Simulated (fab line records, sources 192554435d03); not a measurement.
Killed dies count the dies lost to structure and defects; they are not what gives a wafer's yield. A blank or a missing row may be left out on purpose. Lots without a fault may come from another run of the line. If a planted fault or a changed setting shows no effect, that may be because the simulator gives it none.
fab line records	flow n5_finfet
record: lots: 6	wafers: 18	last_day: 16
route steps=1938 shown PASSIVATION@1918 END@1938
lots that met no fault: taken from a fault-free run of the same line
start_h: start of the lot's first displayed wafer, in hours after the record's first day	wait_h: time in hours since the lot's previous step	" unchanged from the row above	L1.1+2: several wafers, shown together as one row	- no value, or no start given	* or withheld: withheld	< > ~ a bound
route shown NAME@n: NAME is a module with steps in the file, n the number in the route of the first one	usual: mean/standard deviation taken from wafers without a fault	same: alike in all rows	chamber/n: place in a boat	sites: per-site readings	_std_site: the values' standard deviation	_edge_site: the outer-site mean with the inner-site mean subtracted	radius_mm: how far each site lies from the wafer's centre	mask NAME#n: copy n	behind: the last tool/chamber to shape the wafer	hold: why the lot was held/for how many hours/how that ended	device: the n, p or np transistor that did not switch	end of line: tests run on the same wafers once the route is complete	a step given without rows: its recipe and nothing more	killed: the dies lost at the first sort to structure and to defects; this is not the yield of the wafer	map: shows each die of a wafer: x if killed, . if not, _ if none is there
set.NAME: the setting as run; set.NAME@STEP: as run at that earlier step	model.NAME: the simulator's own value behind a step, which no gauge read
lots at selected steps of the route; one table per step, one row per wafer
services: a tool's chamber out of use, with start hour (start_h, from the record's first day; less than 0 if before it), hours out, and reason
== steps ==
step: N5_PASSIVATION_COAT_38
recipe: spin_rpm: 3000	resist_thk_nm: withheld
step: N5_PASSIVATION_EBR_40
recipe: solvent: PGMEA	ebr_width_mm: 1.5
step: N5_PASSIVATION_SOFTBAKE_39
recipe: temp_c: 110	time_s: 120
step: N5_PASSIVATION_EXPOSE_41
recipe: mask_id: PASS_OPEN	na: 0.55	defocus_nm: 0	source_shape: conventional	sigma_outer: 0.8	polarization: unpolarized	target_cd_nm: 40000	dose_mj: 57.25
step: N5_PASSIVATION_PEB_42
recipe: peb_temp_c: withheld	peb_time_s: *
step: N5_PASSIVATION_DEVELOP_43
recipe: develop_time_s: 60	rinse_liquid: diw	dry: air_spin	dev_temp_c: 21
step: N5_PASSIVATION_HARDBAKE_45
recipe: temp_c: 130	time_s: 120
step: N5_PASSIVATION_CD_MEAS_44
recipe: target_cd_nm: 40000	landing_energy_ev: 500	detector: se_inlens
usual: cd_nm: 39997/5.2
lot.wafer	tool	chamber	start_h	wait_h	cd_nm
L973.1	cd_sem-01	0	299.83	-	40001
L973.4	"	0	"	"	39998
L973.5	"	0	"	"	40001
L977.3	cd_sem-01	0	327.75	-	39989
L977.5	"	0	"	"	39993
L977.6	"	0	"	"	39987
L976.2	cd_sem-02	0	327.93	-	39996
L976.5	"	0	"	"	39999
L976.6	"	0	"	"	40000
L985.1	cd_sem-02	0	370.06	-	39995
L985.3	"	0	"	"	39997
L985.6	"	0	"	"	40001
L987.4	cd_sem-03	0	374.96	-	40000
L987.5	"	0	"	"	40000
L987.6	"	0	"	"	39999
L986.1	cd_sem-01	0	386.75	-	39993
L986.4	"	0	"	"	39999
L986.5	"	0	"	"	39998
step: N5_PASSIVATION_OVL_MEAS_66
recipe: points_per_wafer: 44
usual: PASS_OPEN_OVL: 2/5.1
lot.wafer	tool	chamber	start_h	wait_h	PASS_OPEN_OVL[nm]
L973.1	overlay-01	0	299.86	0.0	4
L973.4	"	0	"	"	6
L973.5	"	0	"	"	3
L977.3	overlay-01	0	327.78	0.0	-3
L977.5	"	0	"	"	2
L977.6	"	0	"	"	1
L976.2	overlay-02	0	327.96	0.0	8
L976.5	"	0	"	"	9
L976.6	"	0	"	"	1
L985.1	overlay-01	0	370.09	0.0	-3
L985.3	"	0	"	"	5
L985.6	"	0	"	"	6
L987.4	overlay-01	0	374.98	0.0	6
L987.5	"	0	"	"	-5
L987.6	"	0	"	"	5
L986.1	overlay-01	0	386.78	0.0	4
L986.4	"	0	"	"	5
L986.5	"	0	"	"	0
step: N5_PASSIVATION_INSPECT_67
recipe: mode: adi	inspect_instrument: macro
usual: raw_defect_count: 2.3/1.4
lot.wafer	tool	chamber	start_h	wait_h	raw_defect_count
L973.1	defect_inspect-01	-	299.89	0.0	4
L973.4	"	-	"	"	1
L973.5	"	-	"	"	4
L977.3	defect_inspect-01	-	327.80	0.0	1
L977.5	"	-	"	"	5
L977.6	"	-	"	"	2
L976.2	defect_inspect-01	-	327.98	0.0	3
L976.5	"	-	"	"	2
L976.6	"	-	"	"	1
L985.1	defect_inspect-02	-	370.11	0.0	3
L985.3	"	-	"	"	1
L985.6	"	-	"	"	3
L987.4	defect_inspect-02	-	375.01	0.0	0
L987.5	"	-	"	"	3
L987.6	"	-	"	"	3
L986.1	defect_inspect-01	-	386.81	0.0	3
L986.4	"	-	"	"	2
L986.5	"	-	"	"	3
step: N5_PASSIVATION_DESCUM_46
recipe: chemistry: O2	time_s: 7.9	source_power_w: 50	bias_power_w: 20	pressure_mtorr: 20	rf_frequency_hz: 2.712e+07	temp_c: 40	o2_flow_sccm: 225
usual: chamber_pressure_mTorr: 20.003/0.017	drypump_motor_current_A: 5.5/0.5	oes_product_au: 0.84/0.069	rf_vpp_V: 242.9/1.2	showerhead_plenum_p_Torr: 2.08/0.05	throttle_valve_pct: 20.48/0.15
lot.wafer	tool	chamber	start_h	wait_h	chamber_pressure_mTorr	drypump_motor_current_A	oes_product_au	rf_hours_counter_h	rf_vpp_V	showerhead_plenum_p_Torr	throttle_valve_pct
L973.1	rie_diel-06	0	299.92	0.0	19.966	5.3	0.82	78	243.7	2.11	20.12
L973.4	"	2	"	"	19.990	4.7	0.87	-	242.0	2.06	20.58
L973.5	"	1	"	"	19.999	5.9	0.93	-	241.6	2.05	20.49
L977.3	rie_diel-06	0	328.13	0.3	20.001	5.2	0.81	91	244.6	2.11	20.14
L977.5	"	1	"	"	20.000	5.9	0.90	-	241.4	2.04	20.50
L977.6	"	2	"	"	19.994	4.7	0.86	-	242.7	2.06	20.61
L976.2	rie_diel-05	1	328.19	0.2	20.014	5.1	0.79	88	243.5	2.11	20.36
L976.5	"	1	"	"	20.021	5.0	0.79	-	242.6	2.11	20.35
L976.6	"	2	"	"	19.973	4.8	0.70	-	241.0	2.00	20.73
L985.1	rie_diel-06	2	370.14	0.0	20.024	4.7	0.83	64	240.7	2.05	20.64
L985.3	"	3	"	"	19.981	4.8	0.92	18	244.6	2.16	20.45
L985.6	"	1	"	"	20.000	5.9	0.86	-	241.3	2.04	20.53
L987.4	rie_diel-05	3	375.04	0.0	19.998	6.1	0.93	12	243.3	2.07	20.42
L987.5	"	1	"	"	20.024	5.1	0.77	-	244.0	2.10	20.40
L987.6	"	0	"	"	20.048	5.9	0.80	-	242.2	2.00	20.45
L986.1	rie_diel-06	0	386.84	0.0	19.974	5.2	0.79	112	244.2	2.10	20.16
L986.4	"	3	"	"	20.027	4.8	0.92	23	245.0	2.16	20.47
L986.5	"	2	"	"	20.014	4.7	0.83	-	243.5	2.05	20.64
step: N5_PASSIVATION_PASS_ETCH_47
recipe: chemistry: CF4/O2	target: SiNx	target_depth_a: 7700	time_s: 385	ion_energy_ev: 100	pressure_mtorr: 40	source_w: 535	bias_w: 49	Ar_flow_sccm: 100	cf4_flow_sccm: 100	O2_flow_sccm: 10
usual: chamber_pressure_mTorr: 40.00/0.035	drypump_motor_current_A: 5.5/0.5	oes_ar_750_au: 0.83/0.061	oes_o_777_au: 0.84/0.063	oes_product_au: 0.84/0.065	rf_vpp_V: 240/5.8	showerhead_plenum_p_Torr: 2.19/0.046	throttle_valve_pct: 15.84/0.16
lot.wafer	tool	chamber	start_h	wait_h	chamber_pressure_mTorr	drypump_motor_current_A	oes_ar_750_au	oes_o_777_au	oes_product_au	rf_hours_counter_h	rf_vpp_V	showerhead_plenum_p_Torr	throttle_valve_pct
L973.1	rie_diel-06	0	299.96	0.0	39.98	5.2	0.86	0.83	0.83	78	233	2.24	15.64
L973.4	"	2	"	"	40.06	4.7	0.85	0.88	0.87	-	234	2.16	15.84
L973.5	"	1	"	"	39.95	5.9	0.92	0.91	0.93	-	238	2.17	15.84
L977.3	rie_diel-06	0	328.16	0.0	40.03	5.3	0.85	0.81	0.82	91	232	2.24	15.67
L977.5	"	1	"	"	40.02	5.9	0.89	0.88	0.89	-	238	2.16	15.88
L977.6	"	2	"	"	40.02	4.7	0.83	0.86	0.84	-	235	2.16	15.88
L976.2	rie_diel-05	1	328.22	0.0	39.97	5.1	0.78	0.78	0.79	88	248	2.22	15.73
L976.5	"	1	"	"	40.01	5.1	0.78	0.78	0.79	-	249	2.22	15.73
L976.6	"	2	"	"	40.03	4.9	0.71	0.74	0.70	-	228	2.09	16.07
L985.1	rie_diel-06	2	370.18	0.0	39.99	4.7	0.81	0.84	0.83	64	234	2.15	15.89
L985.3	"	3	"	"	40.00	4.8	0.92	0.95	0.92	18	238	2.26	15.74
L985.6	"	1	"	"	39.96	5.9	0.87	0.86	0.87	-	237	2.16	15.91
L987.4	rie_diel-05	3	375.07	0.0	39.88	6.1	0.91	0.95	0.93	12	240	2.17	15.73
L987.5	"	1	"	"	39.98	5.1	0.75	0.77	0.77	-	249	2.21	15.77
L987.6	"	0	"	"	39.99	5.9	0.80	0.77	0.79	-	237	2.14	16.08
L986.1	rie_diel-06	0	386.88	0.0	39.99	5.2	0.82	0.79	0.79	112	233	2.23	15.70
L986.4	"	3	"	"	39.98	4.8	0.91	0.94	0.90	23	237	2.26	15.78
L986.5	"	2	"	"	39.93	4.7	0.81	0.84	0.82	-	234	2.15	15.91
step: N5_PASSIVATION_ETCH_54
recipe: chemistry: CHF3/O2	target: SiO2	target_depth_a: 8800	CHF3_flow_sccm: 50	O2_flow_sccm: 5	Ar_flow_sccm: 200	time_s: 440	mask_material: PR	pressure_mtorr: 30	source_w: 650	bias_w: 170	ion_energy_ev: 200
usual: chamber_pressure_mTorr: 29.998/0.027	drypump_motor_current_A: 5.5/0.5	oes_ar_750_au: 0.83/0.06	oes_o_777_au: 0.84/0.059	oes_product_au: 0.84/0.066	rf_vpp_V: 521/12	showerhead_plenum_p_Torr: 2.39/0.053	throttle_valve_pct: 18.79/0.16
lot.wafer	tool	chamber	start_h	wait_h	chamber_pressure_mTorr	drypump_motor_current_A	oes_ar_750_au	oes_o_777_au	oes_product_au	rf_hours_counter_h	rf_vpp_V	showerhead_plenum_p_Torr	throttle_valve_pct
L973.1	rie_diel-06	0	300.18	0.1	29.987	5.2	0.85	0.86	0.84	78	505	2.45	18.58
L973.4	"	2	"	"	29.976	4.7	0.85	0.88	0.86	-	509	2.34	18.72
L973.5	"	1	"	"	30.010	5.9	0.91	0.90	0.93	-	521	2.38	18.90
L977.3	rie_diel-06	0	328.39	0.1	30.020	5.2	0.84	0.85	0.82	91	505	2.45	18.59
L977.5	"	1	"	"	29.959	5.9	0.89	0.87	0.90	-	517	2.37	18.92
L977.6	"	2	"	"	30.004	4.7	0.85	0.85	0.85	-	510	2.34	18.74
L976.2	rie_diel-05	1	328.45	0.1	29.963	5.1	0.79	0.78	0.78	89	540	2.42	18.66
L976.5	"	1	"	"	30.006	5.0	0.78	0.79	0.79	-	542	2.42	18.66
L976.6	"	2	"	"	30.036	4.8	0.71	0.73	0.69	-	497	2.29	18.99
L985.1	rie_diel-06	2	370.41	0.1	29.999	4.7	0.82	0.84	0.82	65	509	2.33	18.76
L985.3	"	3	"	"	30.012	4.8	0.91	0.94	0.91	18	516	2.49	18.83
L985.6	"	1	"	"	30.016	5.9	0.86	0.84	0.88	-	519	2.36	18.95
L987.4	rie_diel-05	3	375.30	0.1	29.985	6.1	0.92	0.94	0.94	13	520	2.36	18.67
L987.5	"	1	"	"	29.993	5.1	0.76	0.77	0.76	-	539	2.41	18.68
L987.6	"	0	"	"	29.982	5.8	0.79	0.78	0.79	-	517	2.33	18.98
L986.1	rie_diel-06	0	387.10	0.1	29.996	5.3	0.83	0.82	0.79	113	504	2.44	18.63
L986.4	"	3	"	"	29.919	4.8	0.90	0.92	0.90	23	517	2.48	18.83
L986.5	"	2	"	"	30.046	4.7	0.82	0.84	0.82	-	509	2.33	18.77
step: N5_PASSIVATION_STRIP_48
recipe: chemistry: O2	power_w: 600	temp_c: 60	pressure_mtorr: 30	rf_frequency_hz: 6e+07	bias_power_w: 0	overash_fraction: 0.5	o2_flow_sccm: 225
usual: chamber_pressure_mTorr: 30.01/0.15	drypump_motor_current_A: 5.5/0.51	oes_product_au: 0.83/0.07	rf_vpp_V: 3.6/2.3	showerhead_plenum_p_Torr: 2.08/0.049	throttle_valve_pct: 16.67/0.15
lot.wafer	tool	chamber	start_h	wait_h	chamber_pressure_mTorr	drypump_motor_current_A	oes_product_au	rf_hours_counter_h	rf_vpp_V	showerhead_plenum_p_Torr	throttle_valve_pct
L973.1	rie_diel-06	0	300.47	0.1	30.11	5.2	0.82	79	0.3	2.11	16.38
L973.4	"	2	"	"	29.85	4.7	0.86	-	5.6	2.07	16.70
L973.5	"	1	"	"	29.91	6.0	0.93	-	5.6	2.05	16.66
L977.3	rie_diel-06	0	328.68	0.1	30.06	5.3	0.82	91	8.4	2.11	16.38
L977.5	"	1	"	"	29.83	5.9	0.89	-	2.6	2.05	16.70
L977.6	"	2	"	"	29.84	4.7	0.83	-	5.6	2.06	16.82
L976.2	rie_diel-05	1	328.74	0.1	29.90	5.1	0.76	89	2.2	2.11	16.62
L976.5	"	1	"	"	30.00	5.1	0.78	-	3.1	2.11	16.63
L976.6	"	2	"	"	30.34	4.9	0.68	-	6.8	2.01	17.01
L985.1	rie_diel-06	2	370.70	0.1	30.01	4.7	0.85	65	1.3	2.06	16.82
L985.3	"	3	"	"	29.94	4.8	0.92	18	3.3	2.16	16.65
L985.6	"	1	"	"	30.23	5.9	0.89	-	1.4	2.04	16.80
L987.4	rie_diel-05	3	375.59	0.1	29.98	6.1	0.93	13	2.0	2.07	16.67
L987.5	"	1	"	"	29.88	5.1	0.78	-	4.6	2.11	16.56
L987.6	"	0	"	"	29.74	5.9	0.75	-	1.7	2.00	16.71
L986.1	rie_diel-06	0	387.39	0.1	30.11	5.2	0.81	113	2.2	2.10	16.39
L986.4	"	3	"	"	29.64	4.8	0.92	23	2.1	2.16	16.55
L986.5	"	2	"	"	30.08	4.7	0.82	-	6.4	2.05	16.78
step: N5_PASSIVATION_STRIP_52
recipe: chemistry: post_etch_residue_remover	time_s: 1200	temp_c: 72.5
step: N5_PASSIVATION_CLEAN_71
recipe: chemistry: IPA	time_s: 180	temp_c: 25
step: N5_PASSIVATION_SRD_72
recipe: dry: ipa_marangoni	time_s: 30	temp_c: 23	rinse_liquid: diw
step: N5_PASSIVATION_ANNEAL_56
recipe: temp_c: 400	time_s: 1800	ambient: FGA	idle_temp_c: 300	ramp_up_c_per_min: 5	ramp_down_c_per_min: 3
step: N5_PASSIVATION_PROBE_49
usual: defect_limited_yield: 91.3/1.4	killed_at_M0_to_M3: 32/9.5	killed_at_M4_up: 14/5.2	killed_at_contacts: 13/5.7	killed_at_front_end: 41/12	killed_at_other: 3.5/2.6	killed_dies: 103/17	killed_open: 68/14	killed_short: 32/7	sort_bin_5_function: 5.0/0.91	sort_bin_6_memory: 3.3/0.7	sort_bin_8_speed: 0.03/0.22	sort_n_pass: 1076/17	sort_yield_pct: 91.2/1.4
same: gross_dies: 1180	killed_at_back_side: 0	sort_bin_4_leakage[%]: 0
lot.wafer	tool	chamber	start_h	wait_h	defect_limited_yield[%]	killed_at_M0_to_M3	killed_at_M4_up	killed_at_contacts	killed_at_front_end	killed_at_other	killed_dies	killed_open	killed_short	sort_bin_5_function[%]	sort_bin_6_memory[%]	sort_bin_8_speed[%]	sort_n_pass	sort_yield_pct[%]
L985.1	prober-01	-	373.19	0.0	86.4	25	8	1	34	92	160	48	23	7.9	3.8	0	1020	86.4
L985.3	prober-01	-	373.29	0.1	80.6	38	14	20	48	109	229	90	33	12.6	4.9	0	951	80.6
L985.6	prober-01	-	373.44	0.3	88.3	20	11	8	33	66	138	47	28	7.7	3.1	0.08	1041	88.2
L986.1	prober-01	-	389.90	0.0	86.9	47	7	9	37	54	154	71	31	8.1	4.0	0	1026	86.9
L986.4	prober-01	-	390.05	0.2	80.8	32	28	16	32	118	226	80	32	12.1	5.3	0	954	80.8
L986.5	prober-01	-	390.10	0.2	84.6	33	9	9	42	89	182	56	34	9.2	3.7	0	998	84.6
killed by level:class
L985.1 PASSIVATION:unspecified=81 STI_FIN_REVEAL:geometric_particle:open=8 HKMG_FIN:area_etch=7 BEOL_M2:geometric_particle:open=6 FIN_SAQP:geometric_particle:open=4 BEOL_M0_SAQP:geometric_particle:short=4 BEOL_M1:geometric_particle:open=4 BEOL_M3:geometric_particle:open=4
L985.3 PASSIVATION:unspecified=104 MOL_CONTACT_COAG:geometric_particle:open=17 FIN_SAQP:geometric_particle:open=15 FIN_SAQP:geometric_particle:short=10 BEOL_M0_SAQP:geometric_particle:open=10 BEOL_M0_SAQP:geometric_particle:short=8 BEOL_M2:geometric_particle:open=8 STI_FIN_REVEAL:geometric_particle:open=6
L985.6 PASSIVATION:unspecified=61 FIN_SAQP:geometric_particle:open=8 MOL_CONTACT_COAG:geometric_particle:open=7 BEOL_M2:geometric_particle:open=7 FIN_SAQP:geometric_particle:short=5 STI_FIN_REVEAL:geometric_particle:open=5 BEOL_M1:geometric_particle:open=5 GATE_CUT:geometric_particle:short=4
L986.1 PASSIVATION:unspecified=49 BEOL_M2:geometric_particle:open=16 BEOL_M0_SAQP:geometric_particle:open=12 FIN_SAQP:geometric_particle:open=9 STI_FIN_REVEAL:geometric_particle:open=8 MOL_CONTACT_COAG:geometric_particle:open=8 BEOL_M0_SAQP:geometric_particle:short=6 FIN_SAQP:geometric_particle:short=5
L986.4 PASSIVATION:unspecified=112 MOL_CONTACT_COAG:geometric_particle:open=14 BEOL_M2:geometric_particle:open=13 FIN_SAQP:geometric_particle:short=10 BEOL_M4:geometric_particle:open=10 BEOL_M0_SAQP:geometric_particle:short=7 BEOL_M5:geometric_particle:open=6 FIN_SAQP:geometric_particle:open=5
L986.5 PASSIVATION:unspecified=80 HKMG_FIN:area_etch=12 BEOL_M2:geometric_particle:open=8 MOL_CONTACT_COAG:geometric_particle:open=7 FIN_SAQP:geometric_particle:short=6 BEOL_M0_SAQP:geometric_particle:open=6 BEOL_M0_SAQP:geometric_particle:short=6 BEOL_M3:geometric_particle:short=6
map L985.3 (x killed, . not)
_________________............________________
______________.................._____________
___________....x...................__________
__________x...x.....x.......x......._________
________x.......xx...........x...x...._______
_______.x....x.............xx....xx....______
______..............x....x.....x....xx.._____
_____x...x....x.......................x..____
____..........x.......x.x.......x.........___
___...............x..................x.....__
___.x.......xxxx.xx...............x..xx....__
__x.............x.................x..x......_
__.....x.........x.........x.......x........_
_..................x..x....x.................
_.x.............x..xx........xx.....x..x.....
_....x.........x......xxx........x.x.........
_.x.....xx..........x.xxxxx.x.......x.x...x..
_..x...xx.......x.xxxxxxx.xx.....x...........
_.......x.x.......xxxxxxxx.x.x...............
_...x.x..........xxxxxxxxxxx.................
_....x......x...xxxxxxxxxxxxxxx..x...x....x..
__......x....x..xx.xxxxxxxxxx.x.......x...x._
__.xx..x........xxxxxxxxxxxx.x.............._
___..x..........xxxxxxxxx.xx.x.............__
___.................xxxx.xxxx..............__
____..x...x....x..xx.xxx...xx......x......___
_____..x......x.....xxxx............xxx..____
______..x..x.......x.x.................._____
_______.............x.................x______
________.............................x_______
__________...........xx.......x....._________
___________............x...........__________
______________...............xx._____________
_________________.........xxx________________
map L986.4 (x killed, . not)
_________________.....x......________________
______________.......x.x........_____________
___________.................x......__________
__________x.........x.....x.....x..._________
________........x...............x....._______
_______x....x.x........................______
______..x..........................x.x.._____
_____...........x...x..................xx____
____.......x.................x..x.........___
___........x..x.....x..x...x..........x....__
___............x..x.x..........x...........__
__.........x............x....x.........x...._
__...x............xx.........x.x..x........._
_x...............xx.....x................x...
_x.........x....x...x...................x....
_x..x...x.x.............x..........x......x..
_.......x.....xx...xx..x.xxx........x..x.x...
_...............xxxxxxxxxxxx.................
_..........x.....xx.xxxxxxxx.x...............
_xx...x....x...xxxxxxxxxxxxx.........x.......
_..............xxxxxxxxxxxxxx............x...
__............x..xxxxxxxxxxxxx.............._
__.............x.xxxxxxxxxxxx.......x.x.x..._
___x......x..x.x.xxxxxxxxx.xx.x..x...xx....__
___........x..x..xxxxxxxxx.x.x.x..........x__
____..............x.xxxx.xx...............___
_____.........x....x...xx....x.........x.____
______.......x...xx...x.........x......._____
_______.xx.........................xx..______
________........................x.x..._______
__________................xx......x._________
___________...x....................__________
______________....x.x..xx....x.._____________
_________________............________________
step: N5_PASSIVATION_INSPECT_57
recipe: inspect_instrument: macro	mode: outgoing
usual: raw_defect_count: 1.9/1.3
lot.wafer	tool	chamber	start_h	wait_h	raw_defect_count
L973.1	defect_inspect-01	-	303.38	0.0	2
L973.4	"	-	"	"	1
L973.5	"	-	"	"	2
L977.3	defect_inspect-01	-	331.52	0.0	2
L977.5	"	-	"	"	0
L977.6	"	-	"	"	1
L976.2	defect_inspect-02	-	331.61	0.0	1
L976.5	"	-	"	"	2
L976.6	"	-	"	"	3
L985.1	defect_inspect-01	-	373.55	0.0	>300
L985.3	"	-	"	"	>300
L985.6	"	-	"	"	>300
L987.4	defect_inspect-01	-	378.44	0.0	3
L987.5	"	-	"	"	1
L987.6	"	-	"	"	2
L986.1	defect_inspect-02	-	390.25	0.0	271
L986.4	"	-	"	"	>300
L986.5	"	-	"	"	>300
== services ==
tool	chamber	start_h	hours	kind
rie_diel-06	3	296.00	-	clean
rie_diel-06	3	296.00	-	consumable_replace:focus_ring
rie_diel-05	3	321.96	-	clean
rie_diel-05	3	321.96	-	consumable_replace:focus_ring
rie_diel-05	3	321.96	15.7	scheduled_down
rie_diel-05	3	321.96	15.7	vent_cycle
== key ==
first_sign: step: N5_PASSIVATION_PROBE_49	reading: killed_at_other	direction: up	sigmas: 32	usual: 3.5	struck: 88
effect: step: N5_PASSIVATION_PROBE_49	reading: defect_limited_yield	direction: down	sigmas: 4.7	usual: 91.3	struck: 84.6
effect: step: N5_PASSIVATION_INSPECT_57	reading: raw_defect_count	direction: up	sigmas: 99+	usual: 1.9	struck: >295.2
more_kills_born_at: N5_PASSIVATION_ETCH_54@rie_diel-06: 487
met_at N5_PASSIVATION_ETCH_54
struck_wafers L985.1,L985.3,L985.6,L986.1,L986.4,L986.5
baseline_loss: step: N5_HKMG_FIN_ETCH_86	wafers: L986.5
onset_between 328.39 370.41
also_fits N5_PASSIVATION_DESCUM_46:rie_diel-06,N5_PASSIVATION_PASS_ETCH_47:rie_diel-06,N5_PASSIVATION_STRIP_48:rie_diel-06
fault: kind: chamber_particle_source	tool: rie_diel-06	chamber: -	onset_h: 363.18	steps: N5_PASSIVATION_ETCH_54	rate_per_visit_cm2: 0.49766	end_h: 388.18
baseline_loss: these wafers lose ten dies or more at that step, a loss of the line's own and not of a fault; the sort's usual values leave them out
